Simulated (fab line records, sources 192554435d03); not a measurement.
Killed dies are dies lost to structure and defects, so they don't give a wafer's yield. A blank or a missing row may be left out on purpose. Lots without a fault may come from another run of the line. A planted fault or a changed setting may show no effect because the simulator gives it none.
Which tool did it? | flow n5_finfet | 12 lots, 34 wafers sampled, at 5 steps of a route of 1938

WHAT THE GAUGES READ, wafer by wafer
The record holds no reading of a measuring or inspecting step that can be judged against a usual standard deviation.

WHICH TOOL RAN EACH LOT (tool, then ch and the chambers of the sampled wafers, then the start)
lot  | N5_BEOL_M6_CVD_78                | N5_BEOL_M15_ETCH_38                           | N5_MIM_BOT_DEGAS_01          | N5_MIM_BOT_SPUTTER_00        | N5_PASSIVATION_PROBE_49
L740 | cvd_co-01 ch 0,1, day 8 23:12    | rie_diel-06 ch 0,3, day 12 02:56 or earlier   | pvd_sputter-02, day 12 02:56 | pvd_sputter-02, day 12 02:58 | -
L739 | cvd_co-01 ch 1,2, day 9 03:58    | rie_diel-06 ch 0,1,3, day 11 22:31 or earlier | pvd_sputter-03, day 11 22:31 | pvd_sputter-03, day 11 22:33 | -
L742 | cvd_co-02 ch 0,1,2, day 9 06:28  | rie_diel-05 ch 0,1,3, day 12 05:14 or earlier | pvd_sputter-03, day 12 05:14 | pvd_sputter-03, day 12 05:17 | -
L741 | cvd_co-01 ch 0,1, day 9 06:37    | rie_diel-05 ch 1,2, day 12 03:14 or earlier   | pvd_sputter-02, day 12 03:14 | pvd_sputter-02, day 12 03:17 | -
L746 | cvd_co-02 ch 0,2, day 10 14:25   | rie_diel-05 ch 0,1, day 13 17:01 or earlier   | pvd_sputter-03, day 13 17:01 | pvd_sputter-03, day 13 17:04 | -
L747 | cvd_co-02 ch 1,2, day 10 20:17   | rie_diel-01 ch 1,2, day 13 20:17 or earlier   | pvd_sputter-03, day 13 20:17 | pvd_sputter-03, day 13 20:19 | -
L745 | cvd_co-02 ch 0,1,2, day 11 01:11 | rie_diel-01 ch 1,2,3, day 14 04:32 or earlier | pvd_sputter-01, day 14 04:32 | pvd_sputter-01, day 14 04:35 | prober-02, day 14 15:17
L751 | cvd_co-02 ch 0,2, day 11 17:36   | rie_diel-01 ch 1,2,3, day 14 12:43 or earlier | pvd_sputter-03, day 14 12:43 | pvd_sputter-03, day 14 12:45 | prober-01, day 15 03:49
L758 | cvd_co-01 ch 0,1, day 13 17:02   | rie_diel-05 ch 0,2,3, day 16 09:24 or earlier | pvd_sputter-01, day 16 09:24 | pvd_sputter-01, day 16 09:26 | -
L759 | cvd_co-01 ch 1,2, day 13 21:45   | rie_diel-05 ch 0,1, day 16 20:15 or earlier   | pvd_sputter-01, day 16 20:15 | pvd_sputter-01, day 16 20:17 | -
L761 | cvd_co-01 ch 1,2, day 14 09:02   | rie_diel-01 ch 1,2, day 17 13:13 or earlier   | pvd_sputter-02, day 17 13:13 | pvd_sputter-02, day 17 13:16 | -
L762 | cvd_co-02 ch 2, day 15 05:59     | rie_diel-06 ch 0,3, day 18 12:09 or earlier   | pvd_sputter-03, day 18 12:09 | pvd_sputter-03, day 18 12:11 | -
- N5_BEOL_M6_CVD_78: deposits Co from CCTBA/H2, target thk 2 nm, time 142.3 s.
- N5_BEOL_M15_ETCH_38: etches SiCN in CF4/N2, target depth 106.4 nm, time 120.5 s.
- N5_MIM_BOT_DEGAS_01: time 60 s.
- N5_MIM_BOT_SPUTTER_00: material TiN, target thk 35 nm, time 89.7 s.
- N5_PASSIVATION_PROBE_49

WHAT THE TOOLS THEMSELVES READ (means of the sampled wafers that have a number; where no wafer has one, the mark that the record gives instead)
N5_BEOL_M15_ETCH_38. Usual: drypump_motor_current_A 5.6 A, standard deviation 0.3; oes_product_au 0.81 a.u., standard deviation 0.092; rf_vpp_V 382.7 V, standard deviation 1.3; showerhead_plenum_p_Torr 2.22 Torr, standard deviation 0.045; throttle_valve_pct 15.36 %, standard deviation 0.19.
lot  | tool        | drypump_motor_current_A (A) | oes_product_au (a.u.) | rf_vpp_V (V) | showerhead_plenum_p_Torr (Torr) | throttle_valve_pct (%) | flag
L740 | rie_diel-06 | 5.5                         | 0.78                  | 381.3        | 2.19                            | 15.50                  |
L739 | rie_diel-06 | 5.5                         | 0.80                  | 382.7        | 2.23                            | 15.37                  |
L742 | rie_diel-05 | 5.6                         | 0.74                  | 382.6        | 2.23                            | 15.47                  |
L741 | rie_diel-05 | 5.4                         | 0.81                  | 381.8        | 2.22                            | 15.29                  |
L746 | rie_diel-05 | 5.6                         | 0.77                  | 383.6        | 2.24                            | 15.31                  |
L747 | rie_diel-01 | 5.6                         | 0.94                  | 381.6        | 2.21                            | 15.24                  |
L745 | rie_diel-01 | 5.7                         | 0.86                  | 382.6        | 2.23                            | 15.29                  |
L751 | rie_diel-01 | 5.7                         | 0.86                  | 383.1        | 2.23                            | 15.30                  |
L758 | rie_diel-05 | 5.7                         | 0.80                  | 382.8        | 2.22                            | 15.42                  |
L759 | rie_diel-05 | 5.7                         | 0.72                  | 383.3        | 2.25                            | 15.43                  |
L761 | rie_diel-01 | 5.5                         | 0.88                  | 381.5        | 2.19                            | 15.26                  |
L762 | rie_diel-06 | 5.5                         | 0.72                  | 382.4        | 2.19                            | 15.59                  |

N5_MIM_BOT_DEGAS_01. Usual: heater_power_w 460 W, standard deviation 63.
lot  | tool           | heater_power_w (W) | flag
L740 | pvd_sputter-02 | 463                |
L739 | pvd_sputter-03 | 493                |
L742 | pvd_sputter-03 | 528                |
L741 | pvd_sputter-02 | 462                |
L746 | pvd_sputter-03 | 498                |
L747 | pvd_sputter-03 | 532                |
L745 | pvd_sputter-01 | 414                |
L751 | pvd_sputter-03 | 494                |
L758 | pvd_sputter-01 | 422                |
L759 | pvd_sputter-01 | 435                |
L761 | pvd_sputter-02 | 471                |
L762 | pvd_sputter-03 | 539                |

N5_MIM_BOT_SPUTTER_00. Usual: cathode_dc_power_W 3000.0 W, standard deviation 0.58; throttle_valve_pct 30.2 %, standard deviation 0.98.
lot  | tool           | cathode_dc_power_W (W) | throttle_valve_pct (%) | flag
L740 | pvd_sputter-02 | 3000.2                 | 30.9                   |
L739 | pvd_sputter-03 | 3000.0                 | 30.0                   |
L742 | pvd_sputter-03 | 3000.2                 | 30.1                   |
L741 | pvd_sputter-02 | 2999.8                 | 30.8                   |
L746 | pvd_sputter-03 | 3000.2                 | 30.0                   |
L747 | pvd_sputter-03 | 2999.5                 | 31.0                   |
L745 | pvd_sputter-01 | 2999.9                 | 29.5                   |
L751 | pvd_sputter-03 | 2999.9                 | 30.4                   |
L758 | pvd_sputter-01 | 3000.4                 | 30.7                   |
L759 | pvd_sputter-01 | 2999.9                 | 30.4                   |
L761 | pvd_sputter-02 | 3000.3                 | 30.8                   |
L762 | pvd_sputter-03 | 3000.2                 | 30.9                   |

N5_PASSIVATION_PROBE_49. Usual: defect_limited_yield 91.7 %, standard deviation 1.7; killed_at_M0_to_M3 34, standard deviation 10; killed_at_M4_up 13, standard deviation 5.1; killed_at_contacts 12, standard deviation 6.2; killed_at_front_end 36, standard deviation 12; killed_at_other 3.2, standard deviation 2.6; killed_dies 98, standard deviation 20; killed_on_rim 13, standard deviation 4.5; killed_open 65, standard deviation 13; killed_short 32, standard deviation 8.4; sort_bin_5_function 4.8 %, standard deviation 1.1; sort_bin_6_memory 3.2 %, standard deviation 0.74; sort_n_pass 1082, standard deviation 20; sort_yield_pct 91.7 %, standard deviation 1.7.
lot  | tool      | defect_limited_yield (%) | killed_at_M0_to_M3 | killed_at_M4_up | killed_at_contacts | killed_at_front_end | killed_at_other | killed_dies | killed_on_rim | killed_open | killed_short | sort_bin_5_function (%) | sort_bin_6_memory (%) | sort_n_pass | sort_yield_pct (%) | flag
L745 | prober-02 | 82.7                     | 25                 | 128             | 6                  | 42                  | 2.0             | 204         | 23            | 52          | 29           | 10.0                    | 3.9                   | 976         | 82.7               | OFF
L751 | prober-01 | 86.7                     | 22                 | 97              | 4                  | 30                  | 4.3             | 156         | 25            | 50          | 23           | 7.5                     | 3.1                   | 1024        | 86.7               | OFF

THE ANSWER, worked out from the rows above alone
Rule: a lot is off if the mean of its wafers that have a number lies more than 3 standard deviations from the usual mean. A lot without any number at a reading at which 4 lots or more have one is off too. The other lots that the step has rows for count as sound. The gauges are gone through in route order, then the tools' own readings, and for those a lot's mean is taken as printed above. The first step at which some lot is off is used, and at that step the reading that is off furthest; a lot without a number counts as furthest.
Off: L745, L751, at N5_PASSIVATION_PROBE_49 (killed_at_M4_up). Neither off nor sound, because the step has no rows for them: L740, L739, L742, L741, L746, L747, L758, L759, L761, L762.
A tool fits if, at that step or a process step before it, it ran every lot that is off, and no sound lot after the first of them. N5_BEOL_M15_ETCH_38 gives no start for some lots, so the hours and the order of its lots are those of N5_MIM_BOT_DEGAS_01. Can't be told from this: 2 tools fit, cvd_co-02 at N5_BEOL_M6_CVD_78, rie_diel-01 at N5_BEOL_M15_ETCH_38.

WHAT THE SIMULATOR HAD PUT IN
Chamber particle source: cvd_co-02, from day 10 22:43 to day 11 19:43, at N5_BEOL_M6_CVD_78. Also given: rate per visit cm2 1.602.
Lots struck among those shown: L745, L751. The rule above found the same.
